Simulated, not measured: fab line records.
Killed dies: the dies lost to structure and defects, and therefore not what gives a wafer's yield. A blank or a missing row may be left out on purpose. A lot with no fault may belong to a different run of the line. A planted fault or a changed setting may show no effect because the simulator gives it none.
Chamber matching | flow n5-finfet | rie-diel-06 running N5_BEOL_M13_ETCH_59: 4 sister chambers
The step etches BARC in N2/H2, target depth 89 nm, overetch 26.7 nm, time 67.9 s. 4 wafers are shown with their chamber, then 9 later ones without.

== WAFERS PAIRED WITH THEIR CHAMBERS ==
wafer  | chamber | showerhead-plenum-p-Torr (Torr)
L085.1 | 3       | 2.62
L087.2 | 0       | 2.56
L088.3 | 1       | 2.44
L088.5 | 2       | 2.71

== WAFERS WITHOUT THEIR CHAMBER ==
wafer  | showerhead-plenum-p-Torr (Torr)
L089.2 | 2.71
L089.4 | 2.71
L089.5 | 2.56
L094.2 | 2.56
L094.3 | 2.71
L094.4 | 2.61
L095.3 | 2.43
L095.4 | 2.61
L095.5 | 2.61

== EACH ONE'S CHAMBER ==
wafer  | from the rows above | in truth
L089.2 | 2                   | 2
L089.4 | 2                   | 2
L089.5 | 0                   | 0
L094.2 | 0                   | 0
L094.3 | 2                   | 2
L094.4 | 3                   | 3
L095.3 | 1                   | 1
L095.4 | 3                   | 3
L095.5 | 3                   | 3
9 of 9 placed correctly. Left unplaced by these rows: 0. 0 placed wrongly.
How it was worked out, from the rows above alone: a wafer's distance from a chamber is the root of the sum, over the readings, of the square of ((its reading less the chamber's mean) divided by the reading's scatter). If the next closest chamber is less than 2 further off than the closest, the wafer can't be placed; otherwise it belongs to the closest. Each chamber's mean is taken over the wafers shown for it. The scatter: root of mean squared gap, hidden wafer to nearest shown wafer, with one shown wafer a chamber.
